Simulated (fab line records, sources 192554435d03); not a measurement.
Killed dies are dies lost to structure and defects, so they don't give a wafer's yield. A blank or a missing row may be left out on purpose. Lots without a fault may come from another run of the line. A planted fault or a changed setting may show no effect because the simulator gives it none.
Which tool did it? | flow n5_finfet | 14 lots, 39 wafers sampled, at 6 steps of a route of 1938

WHAT THE GAUGES READ, wafer by wafer
N5_BEOL_M10_OCD_MEAS_38. Usual: trench_depth_nm 149.6 nm, standard deviation 2.7.
lot  | measured     | on     | trench_depth_nm (nm) | flag
L955 | day 10 21:05 | ocd-01 | 152.5 151.7 148.2    |
L953 | day 10 21:08 | ocd-02 | 145.5 152.6 153.3    |
L956 | day 11 14:56 | ocd-02 | 149.5 149.4 149.3    |
L960 | day 12 00:25 | ocd-02 | 152.6 149.4 152.3    |
L959 | day 12 01:02 | ocd-01 | 145.7 151.9 150.9    |
L961 | day 12 04:18 | ocd-01 | 153.7 151.3 154.0    |
L964 | day 13 01:07 | ocd-02 | 151.7 148.3 152.1    |
L967 | day 14 12:13 | ocd-01 | 148.5 148.1 147.6    |
L970 | day 15 23:58 | ocd-01 | 150.8 147.8 150.3    |
L972 | day 16 00:25 | ocd-01 | 150.2 149.5          |
L971 | day 16 03:01 | ocd-02 | 144.9 151.4 147.9    |
L973 | day 16 07:05 | ocd-01 | 148.5 150.7 151.1    |
L975 | day 17 03:33 | ocd-01 | 151.3 151.3          |
L976 | day 17 05:36 | ocd-02 | 149.8 150.4          |

N5_BEOL_M11_CD_MEAS_11: target cd 64.1 nm. Usual: cd_nm 64.0 nm, standard deviation 0.57.
lot  | measured     | on        | cd_nm (nm)     | flag
L955 | day 11 03:05 | cd_sem-02 | 64.5 65.1 64.0 |
L953 | day 11 03:15 | cd_sem-01 | 64.5 63.2 63.7 |
L956 | day 11 19:25 | cd_sem-01 | 64.1 65.5 64.5 |
L960 | day 12 05:02 | cd_sem-01 | 63.7 64.1 64.5 |
L959 | day 12 07:43 | cd_sem-03 | 63.2 63.6 63.5 |
L961 | day 12 10:01 | cd_sem-02 | 64.8 64.0 63.7 |
L964 | day 13 09:52 | cd_sem-03 | 63.7 62.9 63.7 |
L967 | day 14 17:08 | cd_sem-03 | 64.2 63.5 64.6 |
L970 | day 16 06:43 | cd_sem-03 | 64.3 64.4 63.9 |
L972 | day 16 07:32 | cd_sem-03 | 65.2 64.2      |
L971 | day 16 07:37 | cd_sem-02 | 64.2 63.0 64.0 |
L973 | day 16 13:59 | cd_sem-02 | 64.4 63.6 64.3 |
L975 | day 17 09:28 | cd_sem-02 | 64.5 64.0      |
L976 | day 17 09:37 | cd_sem-03 | 64.1 63.9      |

N5_BEOL_M11_CD_MEAS_18: pitch 140 nm, target cd 70 nm. Usual: cd_nm 70.0 nm, standard deviation 0.61.
lot  | measured     | on        | cd_nm (nm)     | flag
L955 | day 11 03:40 | cd_sem-01 | 70.3 71.4 69.5 |
L953 | day 11 04:04 | cd_sem-03 | 69.7 69.6 69.0 |
L956 | day 11 20:16 | cd_sem-02 | 69.6 71.6 70.7 |
L960 | day 12 05:42 | cd_sem-02 | 69.7 69.5 70.0 |
L959 | day 12 09:26 | cd_sem-01 | 69.2 69.6 69.4 |
L961 | day 12 11:19 | cd_sem-03 | 70.5 69.3 69.3 |
L964 | day 13 10:30 | cd_sem-03 | 70.0 69.0 69.3 |
L967 | day 14 17:40 | cd_sem-03 | 70.8 69.3 70.4 |
L970 | day 16 07:36 | cd_sem-03 | - - -          | OFF
L972 | day 16 08:07 | cd_sem-02 | 70.4 70.2      |
L971 | day 16 08:40 | cd_sem-03 | - - -          | OFF
L973 | day 16 14:38 | cd_sem-03 | 70.1 68.9 70.6 |
L975 | day 17 10:00 | cd_sem-03 | 70.3 69.9      |
L976 | day 17 10:14 | cd_sem-02 | 70.2 69.7      |

WHICH TOOL RAN EACH LOT (tool, then ch and the chambers of the sampled wafers, then the start)
lot  | N5_BEOL_M10_TRENCH_ETCH_37                    | N5_BEOL_M11_HM_DEP_02        | N5_BEOL_M11_HM_OPEN_17
L955 | rie_diel-06 ch 0,2,3, day 10 21:05 or earlier | pvd_sputter-01, day 11 02:35 | rie_metal-02 ch 0,1, day 11 03:26
L953 | rie_diel-05 ch 0,1, day 10 21:08 or earlier   | pvd_sputter-01, day 11 02:41 | rie_metal-01 ch 0,1, day 11 03:37
L956 | rie_diel-04 ch 0,3, day 11 14:56 or earlier   | pvd_sputter-01, day 11 19:03 | rie_metal-03 ch 0,1, day 11 20:02
L960 | rie_diel-05 ch 1,2, day 12 00:25 or earlier   | pvd_sputter-01, day 12 04:32 | rie_metal-01 ch 0,1, day 12 05:25
L959 | rie_diel-06 ch 0,1, day 12 01:02 or earlier   | pvd_sputter-02, day 12 07:13 | rie_metal-01 ch 0,1, day 12 09:07
L961 | rie_diel-06 ch 2,3, day 12 04:18 or earlier   | pvd_sputter-01, day 12 09:31 | rie_metal-02 ch 0, day 12 11:01
L964 | rie_diel-06 ch 2,3, day 13 01:07 or earlier   | pvd_sputter-03, day 13 09:22 | rie_metal-03 ch 0,1, day 13 10:20
L967 | rie_diel-04 ch 0,1, day 14 12:13 or earlier   | pvd_sputter-02, day 14 16:38 | rie_metal-02 ch 0,1, day 14 17:29
L970 | rie_diel-06 ch 0,3, day 15 23:58 or earlier   | pvd_sputter-01, day 16 06:21 | rie_metal-03 ch 0,1, day 16 07:24
L972 | rie_diel-06 ch 3, day 16 00:25 or earlier     | pvd_sputter-02, day 16 07:02 | rie_metal-03 ch 0, day 16 07:53
L971 | rie_diel-06 ch 1,2,3, day 16 03:01 or earlier | pvd_sputter-02, day 16 07:14 | rie_metal-03 ch 0,1, day 16 08:22
L973 | rie_diel-04 ch 0,3, day 16 07:05 or earlier   | pvd_sputter-02, day 16 13:28 | rie_metal-02 ch 0,1, day 16 14:20
L975 | rie_diel-06 ch 0,2, day 17 03:33 or earlier   | pvd_sputter-02, day 17 08:58 | rie_metal-02 ch 0, day 17 09:49
L976 | rie_diel-05 ch 1,2, day 17 05:36 or earlier   | pvd_sputter-01, day 17 09:15 | rie_metal-01 ch 0, day 17 10:03
- N5_BEOL_M10_TRENCH_ETCH_37: etches SiCOH lowk in C4F6/O2, target depth 148.83 nm, time 48 s.
- N5_BEOL_M11_HM_DEP_02: deposits TiN, target thk 20 nm.
- N5_BEOL_M11_HM_OPEN_17: chemistry Cl2/BCl3, target TiN, target depth 20 nm, overetch 6 nm.

WHAT THE TOOLS THEMSELVES READ (means of the sampled wafers that have a number; where no wafer has one, the mark that the record gives instead)
N5_BEOL_M10_TRENCH_ETCH_37. Usual: bias_w 185.0 W, standard deviation 0.59; drypump_motor_current_A 5.6 A, standard deviation 0.48; oes_f_703_au 0.81 a.u., standard deviation 0.086; oes_product_au 0.81 a.u., standard deviation 0.087; rf_fwd_power_W 341.0 W, standard deviation 1.4; rf_vpp_V 670 V, standard deviation 17; showerhead_plenum_p_Torr 2.86 Torr, standard deviation 0.11; throttle_valve_pct 20.9 %, standard deviation 0.31.
lot  | tool        | bias_w (W) | drypump_motor_current_A (A) | oes_f_703_au (a.u.) | oes_product_au (a.u.) | rf_fwd_power_W (W) | rf_vpp_V (V) | showerhead_plenum_p_Torr (Torr) | throttle_valve_pct (%) | flag
L955 | rie_diel-06 | 184.6      | 5.6                         | 0.89                | 0.88                  | 340.4              | 660          | 2.92                            | 20.7                   |
L953 | rie_diel-05 | 185.2      | 5.5                         | 0.85                | 0.86                  | 342.6              | 680          | 2.86                            | 21.0                   |
L956 | rie_diel-04 | 184.7      | 5.1                         | 0.77                | 0.78                  | 343.3              | 685          | 2.82                            | 20.9                   |
L960 | rie_diel-05 | 185.7      | 5.2                         | 0.89                | 0.90                  | 342.1              | 682          | 2.94                            | 20.9                   |
L959 | rie_diel-06 | 185.4      | 5.8                         | 0.82                | 0.82                  | 339.6              | 658          | 2.92                            | 21.0                   |
L961 | rie_diel-06 | 185.0      | 5.3                         | 0.90                | 0.89                  | 341.2              | 671          | 2.84                            | 20.5                   |
L964 | rie_diel-06 | 184.6      | 5.3                         | 0.89                | 0.89                  | 340.9              | 671          | 2.83                            | 20.5                   |
L967 | rie_diel-04 | 185.2      | 5.1                         | 0.73                | 0.74                  | 341.8              | 694          | 2.88                            | 20.8                   |
L970 | rie_diel-06 | 185.4      | 5.9                         | 0.81                | 0.80                  | 340.0              | 647          | 2.98                            | 21.1                   |
L972 | rie_diel-06 | 184.3      | 6.0                         | 0.75                | 0.73                  | 340.6              | 656          | 2.94                            | 21.1                   |
L971 | rie_diel-06 | 184.4      | 5.6                         | 0.78                | 0.78                  | 340.7              | 674          | 2.81                            | 20.8                   |
L973 | rie_diel-04 | 185.6      | 5.5                         | 0.74                | 0.73                  | 341.8              | 674          | 2.75                            | 21.1                   |
L975 | rie_diel-06 | 185.3      | 5.4                         | 0.85                | 0.86                  | 339.4              | 660          | 2.88                            | 20.7                   |
L976 | rie_diel-05 | 184.6      | 5.2                         | 0.83                | 0.83                  | 341.2              | 676          | 2.94                            | 20.9                   |

N5_BEOL_M11_HM_DEP_02. Usual: chamber_pressure_pa 0.5000 Pa, standard deviation 0.00096; substrate_temp_c 24.99 C, standard deviation 0.099; throttle_valve_pct 30.1 %, standard deviation 1.1.
lot  | tool           | chamber_pressure_pa (Pa) | substrate_temp_c (C) | throttle_valve_pct (%) | flag
L955 | pvd_sputter-01 | 0.4997                   | 24.86                | 30.4                   |
L953 | pvd_sputter-01 | 0.4999                   | 25.00                | 31.1                   |
L956 | pvd_sputter-01 | 0.4998                   | 25.05                | 30.9                   |
L960 | pvd_sputter-01 | 0.5006                   | 24.93                | 30.4                   |
L959 | pvd_sputter-02 | 0.4994                   | 25.07                | 29.3                   |
L961 | pvd_sputter-01 | 0.5007                   | 24.94                | 31.3                   |
L964 | pvd_sputter-03 | 0.5003                   | 24.93                | 30.3                   |
L967 | pvd_sputter-02 | 0.5003                   | 24.99                | 28.9                   |
L970 | pvd_sputter-01 | -                        | -                    | -                      | OFF
L972 | pvd_sputter-02 | 0.4999                   | 25.01                | 29.2                   |
L971 | pvd_sputter-02 | -                        | -                    | -                      | OFF
L973 | pvd_sputter-02 | 0.4993                   | 25.05                | 28.8                   |
L975 | pvd_sputter-02 | 0.5009                   | 25.06                | 28.9                   |
L976 | pvd_sputter-01 | 0.5002                   | 24.92                | 31.3                   |

N5_BEOL_M11_HM_OPEN_17. Usual: bias_w 125.9 W, standard deviation 0.41; drypump_motor_current_A 5.4 A, standard deviation 0.34; oes_product_au 0.67 a.u., standard deviation 0.084; rf_fwd_power_W 993 W, standard deviation 3.4; throttle_valve_pct 22.25 %, standard deviation 0.28.
lot  | tool         | bias_w (W) | drypump_motor_current_A (A) | oes_product_au (a.u.) | rf_fwd_power_W (W) | throttle_valve_pct (%) | flag
L955 | rie_metal-02 | 125.6      | 5.2                         | 0.60                  | 992                | 22.27                  |
L953 | rie_metal-01 | 125.9      | 5.7                         | 0.62                  | 994                | 22.55                  |
L956 | rie_metal-03 | 125.8      | 5.5                         | 0.66                  | 993                | 22.34                  |
L960 | rie_metal-01 | 126.4      | 5.4                         | 0.64                  | 995                | 22.39                  |
L959 | rie_metal-01 | 126.0      | 5.7                         | 0.60                  | 994                | 22.59                  |
L961 | rie_metal-02 | 125.7      | 5.2                         | 0.75                  | 990                | 21.93                  |
L964 | rie_metal-03 | 126.2      | 5.5                         | 0.66                  | 993                | 22.32                  |
L967 | rie_metal-02 | 126.3      | 5.2                         | 0.77                  | 990                | 21.93                  |
L970 | rie_metal-03 | 125.9      | 5.5                         | 0.28                  | 991                | 23.01                  | OFF
L972 | rie_metal-03 | 125.8      | 5.1                         | 0.57                  | 996                | 22.27                  |
L971 | rie_metal-03 | 126.0      | 5.3                         | 0.27                  | 989                | 22.96                  | OFF
L973 | rie_metal-02 | 126.1      | 5.2                         | 0.73                  | 993                | 21.94                  |
L975 | rie_metal-02 | 125.4      | 5.2                         | 0.69                  | 992                | 21.97                  |
L976 | rie_metal-01 | 125.7      | 5.1                         | 0.65                  | 990                | 22.23                  |

THE ANSWER, worked out from the rows above alone
Rule: a lot is off if the mean of its wafers that have a number lies more than 3 standard deviations from the usual mean. A lot without any number at a reading at which 4 lots or more have one is off too. The other lots that the step has rows for count as sound. The gauges are gone through in route order, then the tools' own readings, and for those a lot's mean is taken as printed above. The first step at which some lot is off is used, and at that step the reading that is off furthest; a lot without a number counts as furthest.
Off: L970, L971, at N5_BEOL_M11_CD_MEAS_18 (cd_nm). Without a number there: L970, L971.
A tool fits if, at a process step before that reading, it ran every lot that is off, and no sound lot after the first of them. The gauges at N5_BEOL_M11_CD_MEAS_18 aren't tried: what is off there is off at N5_BEOL_M11_HM_DEP_02 too, on other tools, and a gauge's error can't cause that. N5_BEOL_M10_TRENCH_ETCH_37 gives no start for some lots, so the hours and the order of its lots are those of N5_BEOL_M10_OCD_MEAS_38. None of those tried fits.

WHAT THE SIMULATOR HAD PUT IN
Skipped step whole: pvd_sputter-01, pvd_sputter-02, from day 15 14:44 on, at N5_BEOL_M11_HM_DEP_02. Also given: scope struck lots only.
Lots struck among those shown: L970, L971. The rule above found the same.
